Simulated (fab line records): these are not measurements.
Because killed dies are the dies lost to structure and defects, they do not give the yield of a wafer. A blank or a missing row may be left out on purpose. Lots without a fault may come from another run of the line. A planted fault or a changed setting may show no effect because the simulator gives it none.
Check for tools in common | flow nand harc | Sample size 14 lots and 42 wafers

THE REASON FOR OPENING IT
Flagged at NHARC_P_STI_INSPECT_25: reading raw defect count, on 2 of 14 lots. No-fault wafers: 192, standard deviation 55.
Rule: flag the lot when none of its wafers has a number, or when each of its wafers that has one lies beyond 4 standard deviations from that mean. The other lots count as sound.

lot  | measured     | on                | raw defect count, wafer by wafer | flag
L564 | day 4 17:40  | defect inspect-02 | 241 269 202                      |
L565 | day 4 22:06  | defect inspect-01 | 197 175 196                      |
L566 | day 5 03:51  | defect inspect-02 | 158 169 150                      |
L567 | day 5 11:28  | defect inspect-01 | 145 229 196                      |
L563 | day 5 11:28  | defect inspect-02 | 195 397 287                      |
L568 | day 6 01:28  | defect inspect-02 | 242 158 193                      |
L569 | day 6 08:59  | defect inspect-01 | 221 157 227                      |
L572 | day 7 19:49  | defect inspect-01 | 135 261 88                       |
L573 | day 8 15:15  | defect inspect-02 | 527 561 540                      | FLAGGED
L577 | day 10 01:58 | defect inspect-02 | 645 600 584                      | FLAGGED
L578 | day 10 08:41 | defect inspect-01 | 157 221 292                      |
L579 | day 10 16:08 | defect inspect-01 | 167 105 144                      |
L581 | day 11 18:10 | defect inspect-01 | 213 282 252                      |
L585 | day 13 01:11 | defect inspect-01 | 191 159 273                      |
The mean of the flagged lots' numbers is 576, +384 from the usual (+7 standard deviations).

WHICH TOOL EACH LOT WENT THROUGH
3 process steps preceding the reading are held in the record, out of 1302 steps in the route. Each cell gives the tool, then ch followed by the chambers the sampled wafers passed through, then the start.
lot  | flag    | NHARC_P_ZERO_WELL_DESCUM_54       | NHARC_P_STI_CMP_21            | NHARC_P_STI_STRIP_24
L564 |         | rie diel-04 ch 0,1,3, day 2 12:04 | cmp-01 ch 0,1,2, day 4 05:38  | wet bench-09 ch 3,4,5, day 4 05:59
L565 |         | rie diel-04 ch 1,2,3, day 2 22:02 | cmp-03 ch 0,3, day 4 14:04    | wet bench-09 ch 2,3,5, day 4 14:25
L566 |         | rie diel-04 ch 1,2,3, day 3 07:49 | cmp-01 ch 2,3, day 4 20:06    | wet bench-06 ch 2,4,5, day 4 20:26
L567 |         | rie diel-04 ch 0,2,3, day 3 17:53 | cmp-04 ch 1,2,3, day 5 03:00  | wet bench-06 ch 3,5,6, day 5 03:21
L563 |         | rie diel-06 ch 2,3, day 3 15:35   | cmp-01 ch 0,1, day 5 03:00    | wet bench-07 ch 0,3,7, day 5 03:21
L568 |         | rie diel-04 ch 2,3, day 4 03:56   | cmp-01 ch 0,1,3, day 5 16:58  | wet bench-09 ch 1,3,6, day 5 17:16
L569 |         | rie diel-06 ch 0,3, day 4 13:39   | cmp-04 ch 0,3, day 6 00:33    | wet bench-09 ch 1,4,7, day 6 00:52
L572 |         | rie diel-02 ch 0,1,3, day 5 19:55 | cmp-03 ch 0,1,2, day 7 11:55  | wet bench-09 ch 0,2,5, day 7 12:11
L573 | FLAGGED | rie diel-02 ch 0,1, day 6 05:56   | cmp-03 ch 0,1,2, day 8 04:40  | wet bench-09 ch 5,6,7, day 8 04:59
L577 | FLAGGED | rie diel-06 ch 0,2,3, day 7 21:48 | cmp-04 ch 0,1,3, day 9 14:28  | wet bench-09 ch 5,6,7, day 9 14:48
L578 |         | rie diel-04 ch 1,2,3, day 8 07:41 | cmp-04 ch 0,2,3, day 9 22:20  | wet bench-07 ch 0,1,2, day 9 22:41
L579 |         | rie diel-06 ch 1,2,3, day 8 20:34 | cmp-04 ch 1,2,3, day 10 07:40 | wet bench-07 ch 1,2,4, day 10 08:00
L581 |         | rie diel-04 ch 0,1,2, day 9 14:29 | cmp-04 ch 1,3, day 11 07:53   | wet bench-06 ch 4,5,6, day 11 08:14
L585 |         | rie diel-04 ch 2,3, day 11 05:39  | cmp-01 ch 1,2, day 12 17:15   | wet bench-06 ch 0,6,7, day 12 17:34
What these steps do:
- NHARC_P_ZERO_WELL_DESCUM_54: chemistry O2, time 3 s.
- NHARC_P_STI_CMP_21: polishes, t overpolish 20 s, target thk 380.67 nm.
- NHARC_P_STI_STRIP_24: strips Si3N4 in H3PO4.
- NHARC_P_STI_INSPECT_25

FLAGGED OVER TOTAL, TOOL BY TOOL (the gauges that took the reading come last)
step                        | tool              | lots run | flagged | share of the flagged lots | sound lots run after its first flagged lot
NHARC_P_ZERO_WELL_DESCUM_54 | rie diel-02       | 2        | 1       | some                      | 0
NHARC_P_ZERO_WELL_DESCUM_54 | rie diel-04       | 8        | 0       | none                      | -
NHARC_P_ZERO_WELL_DESCUM_54 | rie diel-06       | 4        | 1       | some                      | 1 (L579)
NHARC_P_STI_CMP_21          | cmp-01            | 5        | 0       | none                      | -
NHARC_P_STI_CMP_21          | cmp-03            | 3        | 1       | some                      | 0
NHARC_P_STI_CMP_21          | cmp-04            | 6        | 1       | some                      | 3 (L578,L579,L581)
NHARC_P_STI_STRIP_24        | wet bench-06      | 4        | 0       | none                      | -
NHARC_P_STI_STRIP_24        | wet bench-07      | 3        | 0       | none                      | -
NHARC_P_STI_STRIP_24        | wet bench-09      | 7        | 2       | all                       | 0
NHARC_P_STI_INSPECT_25      | defect inspect-01 | 8        | 0       | none                      | -
NHARC_P_STI_INSPECT_25      | defect inspect-02 | 6        | 2       | all                       | 0

WHAT THE TABLE PERMITS
In 2 table rows, all flagged lots were run: wet bench-09 (NHARC_P_STI_STRIP_24), defect inspect-02 (NHARC_P_STI_INSPECT_25).
- wet bench-09 at NHARC_P_STI_STRIP_24 ran 7 lots, 2 of them flagged. It ran its last sound lot, L572, at day 7 12:11 and its first flagged lot, L573, at day 8 04:59: a fault with its onset between the two fits.
- defect inspect-02 at NHARC_P_STI_INSPECT_25 ran 6 lots, 2 of them flagged. It ran its last sound lot, L568, at day 6 01:28 and its first flagged lot, L573, at day 8 15:15: a fault with its onset between the two fits.
Counting lots can't tell these 2 tools apart, because each fits a fault that began at some hour. More lots, or a look at what each step does to the wafer, might.

WHAT THE SIMULATOR HAD PUT IN
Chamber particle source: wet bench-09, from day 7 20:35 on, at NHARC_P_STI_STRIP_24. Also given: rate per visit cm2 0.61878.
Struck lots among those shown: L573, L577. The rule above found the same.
